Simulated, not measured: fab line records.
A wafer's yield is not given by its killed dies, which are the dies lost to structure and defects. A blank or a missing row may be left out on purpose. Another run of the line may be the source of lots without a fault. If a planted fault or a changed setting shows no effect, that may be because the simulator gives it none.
Matching of chambers | flow nand-harc | 4 sister chambers for NHARC_A_CHANNEL_FILL_D1_CMP_10 on cmp-03
The step polishes, target thk 150 nm. 4 wafers are shown with their chamber, then 9 later ones without.

## WAFERS PAIRED WITH THEIR CHAMBERS
wafer  | chamber | motor-current-A (A)
L084.4 | 1       | 12.8
L084.6 | 3       | 13.2
L088.3 | 2       | 11.7
L088.5 | 0       | 11.6

## WAFERS WITHOUT THEIR CHAMBER
wafer  | motor-current-A (A)
L091.4 | 11.5
L091.5 | 11.8
L091.6 | 13.6
L089.1 | 12.6
L089.2 | 11.5
L089.6 | 12.8
L096.1 | 12.1
L096.2 | 11.7
L096.3 | 14.2

## WHICH CHAMBER EACH ONE RAN IN
wafer  | from the rows above               | in truth
L091.4 | can't be placed: 0 or 2           | 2
L091.5 | can't be placed: 2 or 0           | 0
L091.6 | can't be placed: 3 or 1           | 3
L089.1 | can't be placed: 1 or 3 or 2      | 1
L089.2 | can't be placed: 0 or 2           | 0
L089.6 | can't be placed: 1 or 3           | 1
L096.1 | can't be placed: 2 or 0 or 1 or 3 | 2
L096.2 | can't be placed: 2 or 0           | 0
L096.3 | can't be placed: 3 or 1           | 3
0 of 9 placed correctly. These rows do not allow placing 9 (true chamber among the candidates in 9). 0 placed wrongly.
How it was worked out, from the rows above alone: a wafer's distance from a chamber is the root of the sum, over the readings, of the square of ((its reading less the chamber's mean) divided by the reading's scatter). The wafer belongs to the nearest chamber; if the next one is less than 2 further off, it can't be placed. A chamber's mean is the mean of its shown wafers. The scatter: with one shown wafer a chamber, the root of the mean of the squares of how far each hidden wafer lies from its nearest shown one.
